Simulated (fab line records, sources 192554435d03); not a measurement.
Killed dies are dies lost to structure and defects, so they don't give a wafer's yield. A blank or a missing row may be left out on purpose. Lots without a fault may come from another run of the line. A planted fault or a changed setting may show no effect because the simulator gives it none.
fab line records | flow n5_finfet
record lots=7 wafers=39
route steps=1938 shown WELL_APT@24 FIN_SAQP@102 DUMMY_GATE@228
start_h: hours from the record's first day to the start of the lot's first wafer shown | wait_h: hours since the lot's step before | " the same as in the row above | L1.1+2: a row that stands for several wafers | - no value, or no start given | * or withheld: withheld | < > ~ a bound
route shown NAME@n: a module of which the file shows steps, and the number in the route of the first | usual: mean/standard deviation of fault-free wafers | same: alike in all rows | chamber/n: place in a boat | sites: the reading at each site | _std_site: their standard deviation | _edge_site: outer sites' mean less inner sites' | radius_mm: how far each site lies from the wafer's centre | mask NAME#n: copy n | behind: the tool/chamber that last shaped the wafer | hold: why the lot was held/for how many hours/how that ended | device: the transistor (n, p or np) that didn't switch | end of line: the same wafers' tests at the end of the route | a step without rows: its recipe alone | killed: dies lost to structure and defects at the first sort, not the wafer's yield | map: a wafer's dies, x killed, . not, _ none there
set.NAME: the setting as run; set.NAME@STEP: as run at that earlier step | model.NAME: the simulator's own value behind a step, which no gauge read
lots whose settings were changed on purpose; a table a step, a row a wafer
## steps
# step N5_WELL_APT_EXPOSE_05
# recipe mask_id=NWELL na=0.8 source_shape=conventional sigma_outer=0.8 polarization=unpolarized defocus_nm=0 target_cd_nm=200 dose_mj=20.3
# columns lot.wafer tool chamber start_h wait_h mask set.dose_mj
L075.1+2+3+4+5+6 krf_scanner-01 0 19.53 - NWELL#0 20.3
L078.1+5+6 krf_scanner-01 0 37.99 - NWELL#0 20.3
L078.2+3+4 " 0 " " NWELL#0 18.77
L080.1+2+3 krf_scanner-02 0 49.78 - NWELL#0 20.3
L080.4+5+6 " 0 " " NWELL#0 19.18
L084.1+2+3+4+5+6 krf_scanner-02 0 73.40 - NWELL#0 20.3
L085.1+5+6 krf_scanner-02 0 79.53 - NWELL#0 20.3
L088.1+2+3+4+5+6 krf_scanner-02 0 97.68 - NWELL#0 20.3
L095.1+2+3+4+5+6 krf_scanner-01 0 139.56 - NWELL#0 20.3
# step N5_WELL_APT_PEB_06
# recipe peb_temp_c=130 peb_time_s=90
# step N5_WELL_APT_DEVELOP_07
# recipe develop_time_s=45 rinse_liquid=surfactant_rinse dry=air_spin dev_temp_c=21
# step N5_WELL_APT_HARDBAKE_12
# recipe temp_c=130 time_s=120
# step N5_WELL_APT_CD_MEAS_08
# recipe target_cd_nm=200 landing_energy_ev=500 detector=se_inlens
# usual cd_nm=199.8/1.2
# columns lot.wafer tool chamber start_h wait_h set.dose_mj@WELL_APT_EXPOSE_05 cd_nm
L075.1 cd_sem-01 0 19.70 - 20.3 199.1
L075.2 " 0 " " 20.3 199.2
L075.3 " 0 " " 20.3 198.7
L075.4 " 0 " " 20.3 198.1
L075.5 " 0 " " 20.3 198.9
L075.6 " 0 " " 20.3 198.2
L078.1 cd_sem-03 0 38.17 - 20.3 200.3
L078.2 " 0 " " 18.77 188.9
L078.3 " 0 " " 18.77 189.2
L078.4 " 0 " " 18.77 189.1
L078.5 " 0 " " 20.3 200.0
L078.6 " 0 " " 20.3 200.7
L080.1 cd_sem-02 0 49.95 - 20.3 199.3
L080.2 " 0 " " 20.3 198.6
L080.3 " 0 " " 20.3 199.7
L080.4 " 0 " " 19.18 188.9
L080.5 " 0 " " 19.18 192.0
L080.6 " 0 " " 19.18 189.6
L084.1 cd_sem-02 0 73.57 - 20.3 201.3
L084.2 " 0 " " 20.3 200.8
L084.3 " 0 " " 20.3 200.4
L084.4 " 0 " " 20.3 199.8
L084.5 " 0 " " 20.3 200.5
L084.6 " 0 " " 20.3 200.7
L085.1 cd_sem-03 0 79.71 - 20.3 198.5
L085.5 " 0 " " 20.3 198.2
L085.6 " 0 " " 20.3 198.1
L088.1 cd_sem-03 0 97.86 - 20.3 199.2
L088.2 " 0 " " 20.3 199.8
L088.3 " 0 " " 20.3 198.8
L088.4 " 0 " " 20.3 199.8
L088.5 " 0 " " 20.3 198.8
L088.6 " 0 " " 20.3 200.6
L095.1 cd_sem-02 0 139.73 - 20.3 198.0
L095.2 " 0 " " 20.3 199.0
L095.3 " 0 " " 20.3 199.5
L095.4 " 0 " " 20.3 199.4
L095.5 " 0 " " 20.3 199.5
L095.6 " 0 " " 20.3 197.9
# step N5_WELL_APT_DESCUM_13
# recipe chemistry=O2 time_s=7.9 source_power_w=50 bias_power_w=20 pressure_mtorr=20 rf_frequency_hz=2.712e+07 temp_c=40 o2_flow_sccm=225
# columns lot.wafer tool chamber start_h wait_h set.dose_mj@WELL_APT_EXPOSE_05 model.WELL_APT.cd_nm
L075.1 rie_diel-02 2 19.79 0.0 20.3 198.9
L075.2 " 1 " " 20.3 199.4
L075.3+6 " 3,1 " " 20.3 198.4
L075.4 " 0 " " 20.3 198.2
L075.5 " 0 " " 20.3 199.3
L078.1+5 rie_diel-04 1,2 38.25 0.0 20.3 200.3
L078.2 " 3 " " 18.77 188.9
L078.3 " 2 " " 18.77 189.3
L078.4 " 1 " " 18.77 189.2
L078.6 " 3 " " 20.3 201
L080.1 rie_diel-05 2 50.04 0.0 20.3 199.8
L080.2 " 3 " " 20.3 198.7
L080.3 " 0 " " 20.3 199.7
L080.4 " 1 " " 19.18 189.2
L080.5 " 0 " " 19.18 191.9
L080.6 " 3 " " 19.18 189.6
L084.1 rie_diel-02 0 73.70 0.0 20.3 201.3
L084.2 " 2 " " 20.3 200.8
L084.3 " 3 " " 20.3 200.3
L084.4 " 1 " " 20.3 200.1
L084.5 " 3 " " 20.3 200.6
L084.6 " 0 " " 20.3 200.9
L085.1 rie_diel-05 2 79.79 0.0 20.3 198.1
L085.5 " 1 " " 20.3 198.3
L085.6 " 2 " " 20.3 198.4
L088.1 rie_diel-02 2 97.94 0.0 20.3 199
L088.2 " 3 " " 20.3 199.7
L088.3 " 1 " " 20.3 198.9
L088.4 " 0 " " 20.3 199.9
L088.5 " 1 " " 20.3 198.6
L088.6 " 0 " " 20.3 200.3
L095.1 rie_diel-02 0 139.82 0.0 20.3 198.4
L095.2 " 3 " " 20.3 198.6
L095.3 " 2 " " 20.3 199.8
L095.4 " 1 " " 20.3 199.4
L095.5 " 0 " " 20.3 199.5
L095.6 " 3 " " 20.3 198
# step N5_FIN_SAQP_HM_DEP_72
# recipe material=SiO2 target_thk_a=120 temp_c=400 precursor=SiH4/N2O pressure_torr=0.75 rf_w=275 time_s=7.2
# columns lot.wafer tool chamber start_h wait_h set.target_thk_a model.SiO2_of_FIN_SAQP_HM_DEP_72.thk_nm
L075.1 pecvd-04 2 26.92 0.0 120 12.05
L075.2 " 1 " " 109.5 10.94
L075.3 " 0 " " 120 11.76
L075.4 " 2 " " 109.5 10.99
L075.5 " 0 " " 109.5 11.17
L075.6 " 1 " " 120 12.08
L078.1 pecvd-02 0 45.70 0.0 120 11.72
L078.2 " 1 " " 120 12.02
L078.3 " 2 " " 120 11.89
L078.4 " 2 " " 120 11.99
L078.5 " 1 " " 120 12.14
L078.6 " 0 " " 120 11.84
L080.1 pecvd-02 0 57.59 0.0 120 11.96
L080.2 " 2 " " 128.5 12.63
L080.3 " 1 " " 120 11.99
L080.4 " 0 " " 128.5 12.79
L080.5 " 1 " " 120 12.09
L080.6 " 2 " " 128.5 12.9
L084.1 pecvd-03 0 81.35 0.0 110.3 11.05
L084.2 " 2 " " 120 11.9
L084.3 " 1 " " 120 11.96
L084.4 " 1 " " 110.3 11.27
L084.5 " 0 " " 110.3 11.1
L084.6 " 2 " " 120 12.25
L085.1 pecvd-03 1 91.00 0.0 120 12.11
L085.5 " 0 " " 120 12.14
L085.6 " 2 " " 120 12.19
L088.1 pecvd-04 0 105.26 0.0 120 11.85
L088.2 " 1 " " 120 11.81
L088.3 " 2 " " 120 11.96
L088.4 " 0 " " 120 12.35
L088.5 " 2 " " 120 12.28
L088.6 " 1 " " 120 12.24
L095.1 pecvd-03 0 147.09 0.0 120 12.39
L095.2 " 1 " " 120 12.4
L095.3 " 2 " " 120 12.19
L095.4 " 1 " " 120 12.54
L095.5 " 0 " " 120 12.38
L095.6 " 2 " " 120 12.45
# step N5_FIN_SAQP_COAT_49
# recipe resist=SOC temp_c=250 time_s=60 spin_rpm=1500 resist_thk_nm=100
# step N5_FIN_SAQP_COAT_50
# recipe resist=SiARC temp_c=220 time_s=60 spin_rpm=1500 resist_thk_nm=35
# step N5_FIN_SAQP_ETCH_52
# recipe chemistry=N2/H2 target=SOC target_depth_a=1000 overetch_a=200 mask_material=SiARC temp_c=40 time_s=150 ion_energy_ev=200 pressure_mtorr=30 source_w=840 bias_w=150 n2_flow_sccm=200 h2_flow_sccm=200 ends=end_point
# step N5_FIN_SAQP_STRIP_53
# recipe chemistry=N2/H2 temp_c=40 n2_flow_sccm=200 h2_flow_sccm=200 rf_frequency_hz=6e+07
# step N5_FIN_SAQP_HM_OPEN_73
# recipe chemistry=CHF3/O2 target=SiO2 stop_on=a-Si target_depth_a=120 over_etch_frac=1.8 mask_material=SOC time_s=16.8 pressure_mtorr=30 source_w=650 bias_w=170 Ar_flow_sccm=200 CHF3_flow_sccm=50 O2_flow_sccm=5 ion_energy_ev=200 ends=end_point
# columns lot.wafer tool chamber start_h wait_h set.target_thk_a@FIN_SAQP_HM_DEP_72 model.etch.depth_nm
L075.1 rie_diel-05 2 28.29 0.0 120 12.05
L075.2 " 0 " " 109.5 10.94
L075.3 " 3 " " 120 11.76
L075.4 " 1 " " 109.5 10.99
L075.5 " 0 " " 109.5 11.17
L075.6 " 1 " " 120 12.08
L078.1 rie_diel-04 3 46.32 0.0 120 11.72
L078.2 " 2 " " 120 12.02
L078.3 " 1 " " 120 11.89
L078.4 " 3 " " 120 11.99
L078.5 " 2 " " 120 12.14
L078.6 " 1 " " 120 11.84
L080.1 rie_diel-02 1 58.33 0.0 120 11.96
L080.2 " 2 " " 128.5 12.63
L080.3 " 3 " " 120 11.99
L080.4 " 3 " " 128.5 12.79
L080.5 " 2 " " 120 12.09
L080.6 " 1 " " 128.5 12.9
L084.1 rie_diel-02 1 81.97 0.0 110.3 11.05
L084.2 " 2 " " 120 11.9
L084.3 " 3 " " 120 11.96
L084.4 " 0 " " 110.3 11.27
L084.5 " 0 " " 110.3 11.1
L084.6 " 1 " " 120 12.25
L085.1 rie_diel-04 1 91.62 0.0 120 12.11
L085.5 " 2 " " 120 12.14
L085.6 " 1 " " 120 12.19
L088.1 rie_diel-04 3 106.10 0.0 120 11.85
L088.2 " 1 " " 120 11.81
L088.3 " 2 " " 120 11.96
L088.4 " 0 " " 120 12.35
L088.5 " 1 " " 120 12.28
L088.6 " 2 " " 120 12.24
L095.1 rie_diel-02 3 147.71 0.0 120 12.39
L095.2 " 0 " " 120 12.4
L095.3 " 2 " " 120 12.19
L095.4 " 1 " " 120 12.54
L095.5 " 2 " " 120 12.38
L095.6 " 3 " " 120 12.45
# step N5_DUMMY_GATE_EXPOSE_12
# recipe mask_id=GATE na=0.33 source_shape=annular sigma_inner=0.2 sigma_outer=0.6 polarization=unpolarized target_cd_nm=25 dose_mj=34
# columns lot.wafer tool chamber start_h wait_h mask set.dose_mj
L075.1+5+6 euv_scanner-02 0 52.23 - GATE#0 32.74
L075.2+3+4 " 0 " " GATE#0 34
L078.1+2+3+4+5+6 euv_scanner-02 0 69.65 - GATE#0 34
L080.1+3+4 euv_scanner-01 0 81.62 - GATE#0 34
L080.2+5+6 " 0 " " GATE#0 31.46
L084.1+3+4 euv_scanner-02 0 109.45 - GATE#0 34
L084.2+5+6 " 0 " " GATE#0 35.39
L085.1+5+6 euv_scanner-01 0 119.73 - GATE#0 34
L088.1+5+6 euv_scanner-02 0 131.30 - GATE#0 35.27
L088.2+3+4 " 0 " " GATE#0 34
L095.1+3+5 euv_scanner-01 0 172.62 - GATE#0 34
L095.2+4+6 " 0 " " GATE#0 35.11
# step N5_DUMMY_GATE_PEB_13
# recipe peb_temp_c=100 peb_time_s=60 resist=CAR-EUV
# step N5_DUMMY_GATE_DEVELOP_14
# recipe develop_time_s=30 developer=TMAH resist=CAR-EUV rinse_liquid=surfactant_rinse dry=air_spin dev_temp_c=23
# step N5_DUMMY_GATE_CD_MEAS_15
# recipe target_cd_nm=25.8 landing_energy_ev=500 detector=se_inlens
# usual cd_nm=25.02/0.22
# columns lot.wafer tool chamber start_h wait_h set.dose_mj@DUMMY_GATE_EXPOSE_12 cd_nm
L075.1 cd_sem-02 0 52.36 - 32.74 25.66
L075.2 " 0 " " 34 25.17
L075.3 " 0 " " 34 24.91
L075.4 " 0 " " 34 24.74
L075.5 " 0 " " 32.74 25.52
L075.6 " 0 " " 32.74 25.82
L078.1 cd_sem-03 0 69.77 - 34 25.13
L078.2 " 0 " " 34 25.03
L078.3 " 0 " " 34 24.83
L078.4 " 0 " " 34 24.47
L078.5 " 0 " " 34 24.86
L078.6 " 0 " " 34 25.13
L080.1 cd_sem-01 0 81.74 - 34 24.91
L080.2 " 0 " " 31.46 26.52
L080.3 " 0 " " 34 25.39
L080.4 " 0 " " 34 25.27
L080.5 " 0 " " 31.46 26.30
L080.6 " 0 " " 31.46 26.22
L084.1 cd_sem-03 0 109.58 - 34 25.11
L084.2 " 0 " " 35.39 24.40
L084.3 " 0 " " 34 25.05
L084.4 " 0 " " 34 24.92
L084.5 " 0 " " 35.39 24.35
L084.6 " 0 " " 35.39 24.52
L085.1 cd_sem-01 0 119.86 - 34 24.92
L085.5 " 0 " " 34 25.52
L085.6 " 0 " " 34 25.36
L088.1 cd_sem-01 0 131.43 - 35.27 24.39
L088.2 " 0 " " 34 25.19
L088.3 " 0 " " 34 24.89
L088.4 " 0 " " 34 24.86
L088.5 " 0 " " 35.27 24.04
L088.6 " 0 " " 35.27 24.29
L095.1 cd_sem-02 0 172.74 - 34 25.21
L095.2 " 0 " " 35.11 24.39
L095.3 " 0 " " 34 25.14
L095.4 " 0 " " 35.11 24.58
L095.5 " 0 " " 34 25.14
L095.6 " 0 " " 35.11 24.93
# step N5_DUMMY_GATE_STRIP_38
# recipe chemistry=N2/H2 temp_c=40 n2_flow_sccm=200 h2_flow_sccm=200 rf_frequency_hz=6e+07
# step N5_DUMMY_GATE_STRIP_39
# recipe chemistry=N2/H2 temp_c=40 n2_flow_sccm=200 h2_flow_sccm=200 rf_frequency_hz=6e+07
# step N5_DUMMY_GATE_TRIM_49
# recipe chemistry=O2 resist=SOC time_s=29 target_cd_nm=14 source_power_w=300 bias_power_w=0 O2_flow_sccm=100 temp_c=20
# columns lot.wafer tool chamber start_h wait_h set.dose_mj@DUMMY_GATE_EXPOSE_12 model.DUMMY_GATE.cd_nm
L075.1 rie_si-01 2 52.72 0.0 32.74 14.6
L075.2 " 1 " " 34 13.8
L075.3+4 " 3,1 " " 34 14
L075.5 " 3 " " 32.74 14.4
L075.6 " 2 " " 32.74 14.8
L078.1+3+4 rie_si-04 1,0,2 70.13 0.0 34 14.2
L078.2+5+6 " 2,0,1 " " 34 14
L080.1 rie_si-03 3 82.10 0.0 34 13.8
L080.2 " 0 " " 31.46 15.4
L080.3+4 " 1,2 " " 34 14
L080.5 " 0 " " 31.46 15.2
L080.6 " 3 " " 31.46 15.6
L084.1 rie_si-01 2 109.93 0.0 34 14
L084.2+6 " 1,2 " " 35.39 13.2
L084.3 " 0 " " 34 14.2
L084.4 " 3 " " 34 13.8
L084.5 " 3 " " 35.39 13.4
L085.1 rie_si-04 3 120.21 0.0 34 14
L085.5 " 2 " " 34 14.2
L085.6 " 3 " " 34 13.8
L088.1+6 rie_si-04 1,0 131.79 0.0 35.27 13.8
L088.2 " 0 " " 34 14.4
L088.3 " 3 " " 34 14
L088.4 " 3 " " 34 13.8
L088.5 " 1 " " 35.27 13.6
L095.1 rie_si-03 0 173.10 0.0 34 14.2
L095.2 " 2 " " 35.11 13.6
L095.3 " 1 " " 34 14.6
L095.4+6 " 0,1 " " 35.11 13.8
L095.5 " 2 " " 34 14.4
# step N5_DUMMY_GATE_STRIP_40
# recipe chemistry=CF4 resist=SiARC power_w=300 bias_power_w=75 pressure_mtorr=50 cf4_flow_sccm=150 rf_frequency_hz=6e+07
# step N5_DUMMY_GATE_CD_MEAS_50
# recipe target_cd_nm=14
# usual cd_nm=14.10/0.27
# columns lot.wafer tool chamber start_h wait_h set.dose_mj@DUMMY_GATE_EXPOSE_12 cd_nm
L075.1 cd_sem-02 - 52.86 0.0 32.74 14.81
L075.2 " - " " 34 13.79
L075.3 " - " " 34 14.02
L075.4 " - " " 34 13.88
L075.5 " - " " 32.74 14.48
L075.6 " - " " 32.74 15.04
L078.1 cd_sem-01 - 70.28 0.0 34 14.20
L078.2 " - " " 34 13.85
L078.3 " - " " 34 13.99
L078.4 " - " " 34 13.95
L078.5 " - " " 34 14.21
L078.6 " - " " 34 14.15
L080.1 cd_sem-02 - 82.25 0.0 34 13.78
L080.2 " - " " 31.46 15.52
L080.3 " - " " 34 14.00
L080.4 " - " " 34 13.85
L080.5 " - " " 31.46 15.53
L080.6 " - " " 31.46 15.37
L084.1 cd_sem-03 - 110.08 0.0 34 13.81
L084.2 " - " " 35.39 13.10
L084.3 " - " " 34 14.13
L084.4 " - " " 34 13.75
L084.5 " - " " 35.39 13.47
L084.6 " - " " 35.39 13.29
L085.1 cd_sem-03 - 120.36 0.0 34 13.90
L085.5 " - " " 34 13.99
L085.6 " - " " 34 13.53
L088.1 cd_sem-02 - 131.98 0.0 35.27 13.91
L088.2 " - " " 34 14.27
L088.3 " - " " 34 14.15
L088.4 " - " " 34 13.89
L088.5 " - " " 35.27 13.58
L088.6 " - " " 35.27 13.66
L095.1 cd_sem-03 - 173.27 0.0 34 14.79
L095.2 " - " " 35.11 13.43
L095.3 " - " " 34 14.53
L095.4 " - " " 35.11 13.90
L095.5 " - " " 34 14.54
L095.6 " - " " 35.11 13.89
# step N5_DUMMY_GATE_ETCH_32
# recipe chemistry=CF4 target=SiO2 target_depth_a=35 time_s=3.9 ion_energy_ev=350 pressure_mtorr=10 icp_w=800 bias_w=400 cf4_flow_sccm=80
# columns lot.wafer tool chamber start_h wait_h set.time_s model.etch.depth_nm
L075.1 rie_si-04 1 53.16 0.1 3.054 2.73
L075.2 " 3 " " 3.9 3.574
L075.3 " 2 " " 3.054 2.797
L075.4 " 2 " " 3.9 3.557
L075.5 " 3 " " 3.054 2.78
L075.6 " 1 " " 3.9 3.509
L078.1 rie_si-01 2 70.57 0.1 3.9 3.583
L078.2 " 3 " " 3.9 3.456
L078.3 " 1 " " 3.9 3.515
L078.4 " 3 " " 3.9 3.467
L078.5 " 2 " " 3.9 3.584
L078.6 " 1 " " 3.9 3.488
L080.1 rie_si-04 2 82.69 0.1 3.9 3.564
L080.2 " 0 " " 3.9 3.523
L080.3 " 1 " " 3.9 3.495
L080.4 " 1 " " 3.9 3.53
L080.5 " 0 " " 3.9 3.458
L080.6 " 2 " " 3.9 3.56
L084.1 rie_si-03 3 110.59 0.1 4.444 4.08
L084.2 " 1 " " 4.444 3.936
L084.3 " 2 " " 3.9 3.528
L084.4 " 0 " " 4.444 4.001
L084.5 " 0 " " 3.9 3.514
L084.6 " 1 " " 3.9 3.504
L085.1 rie_si-03 2 120.66 0.1 3.9 3.545
L085.5 " 3 " " 3.9 3.608
L085.6 " 2 " " 3.9 3.508
L088.1 rie_si-01 0 132.27 0.1 3.9 3.581
L088.2 " 3 " " 3.28 2.936
L088.3 " 1 " " 3.9 3.564
L088.4 " 2 " " 3.9 3.609
L088.5 " 2 " " 3.28 3.069
L088.6 " 3 " " 3.28 2.913
L095.1 rie_si-01 0 173.67 0.1 3.298 2.997
L095.2 " 1 " " 3.9 3.505
L095.3 " 3 " " 3.298 2.955
L095.4 " 2 " " 3.9 3.579
L095.5 " 1 " " 3.9 3.498
L095.6 " 2 " " 3.298 3.024
## key
split step=N5_WELL_APT_EXPOSE_05 setting=dose_mj stated=20.3 by=wafer
response step=N5_WELL_APT_CD_MEAS_08 reading=cd_nm change=+1.54 per=1% r=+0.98
response step=N5_WELL_APT_DESCUM_13 reading=model.WELL_APT.cd_nm change=+1.56 per=1% r=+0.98
split step=N5_FIN_SAQP_HM_DEP_72 setting=target_thk_a stated=120 by=wafer
response step=N5_FIN_SAQP_HM_DEP_72 reading=model.SiO2_of_FIN_SAQP_HM_DEP_72.thk_nm change=+0.108 per=1% r=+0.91
response step=N5_FIN_SAQP_HM_OPEN_73 reading=model.etch.depth_nm change=+0.108 per=1% r=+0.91
split step=N5_DUMMY_GATE_EXPOSE_12 setting=dose_mj stated=34 by=wafer
response step=N5_DUMMY_GATE_CD_MEAS_15 reading=cd_nm change=-0.165 per=1% r=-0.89
response step=N5_DUMMY_GATE_TRIM_49 reading=model.DUMMY_GATE.cd_nm change=-0.179 per=1% r=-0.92
response step=N5_DUMMY_GATE_CD_MEAS_50 reading=cd_nm change=-0.199 per=1% r=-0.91
split step=N5_DUMMY_GATE_ETCH_32 setting=time_s stated=3.9 by=wafer
response step=N5_DUMMY_GATE_ETCH_32 reading=model.etch.depth_nm change=+0.0361 per=1% r=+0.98
